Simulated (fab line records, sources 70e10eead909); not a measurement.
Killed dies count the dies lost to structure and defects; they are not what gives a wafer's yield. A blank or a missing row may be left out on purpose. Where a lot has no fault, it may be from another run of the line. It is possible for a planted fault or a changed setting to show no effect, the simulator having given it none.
Problem report in the 8D (eight disciplines) form, filled by code	flow nand-harc	the parts of the form that need people (team, actions taken, sign-off) are left out

== 1. THE ISSUE ==
Mean of heater-power-total-W at NHARC_P_M1_SOFTBAKE_04: 178.03 W across 6 wafers in 2 lots; on wafers with no fault it is 188.44 W (standard deviation 0.13). That is -80 standard deviations from the usual mean.
The step: time 55 s.
First seen on wafer L225.2, day 14 04:00, on litho-track-06. The record has a number at this step for 33 wafers belonging to 11 lots. Rule for "out", or "out of limits": more than 4 standard deviations from the usual mean. The rest of the wafers with a number are treated as sound.

== 2. WHAT IT IS AND WHAT IT IS NOT ==
question	is	is not
which readings at this step	heater-power-total-W	plate-temp-C
which lots	L225, L226	L207, L209, L210, L212, L214, L215, L217, L218, L230
which wafers of those lots	all that have a number	-
read on which tools	litho-track-06	litho-track-01, litho-track-04
when	from day 14 04:00	up to then (24 sound wafers); but 3 sound wafers of L230 came after

== 3. SUSPECTS, AND WHAT RULES EACH OUT ==
Counting: any tool at a process step up to the reading is kept as a suspect provided that every lot that is out went through it and no sound lot did after the first of them.
- rtp-anneal-01 at NHARC_P_M0_ANNEAL_30 (time 90 s): ruled out as a lasting fault. Following L225 (day 14 02:08), the first lot on it that is out, the sound lots L230 were run on it.
- litho-track-06 at NHARC_P_M1_SOFTBAKE_04 (time 55 s): kept. It processed each lot that is out, first L225 at day 14 04:00, and no sound lot thereafter; up to then, the last sound lot it processed was L218 at day 10 18:00. Out on those wafers are its own readings of heater-power-total-W.
Remaining after the count: litho-track-06 at NHARC_P_M1_SOFTBAKE_04.

== 4. THE CAUSE (what the simulator had put in) ==
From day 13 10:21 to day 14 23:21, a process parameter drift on litho-track-06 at NHARC_P_M1_SOFTBAKE_04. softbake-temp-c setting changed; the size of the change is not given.
Counting left only this tool.

== 5. SEQUENCE OF EFFECTS, ordered by route ==
One row per reading whose mean, taken over the struck wafers that have a number, lies over 3 standard deviations from the usual. Only readings for which the record gives a usual standard deviation are gone through. hours: the time from each lot's start at the first step in this table that gives one to its start at this step, as a median over the lots. sigmas: the change in usual standard deviations.
hours	step	reading	usual	on struck wafers	change	sigmas
0	NHARC_P_M1_SOFTBAKE_04	heater-power-total-W	188.44 W	178.03	-10.41	-80
Process steps it contains:
- NHARC_P_M1_SOFTBAKE_04: time 55 s.
Later measuring or inspecting steps at which every struck wafer that the step has a row for has a number for every such reading, and none has moved that far: NHARC_END_SORT_01.

== 6. HOW IT WOULD HAVE BEEN CAUGHT EARLIER ==
First out-of-limits reading in this record: day 14 04:00, which is 18 hours after fault onset at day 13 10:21.
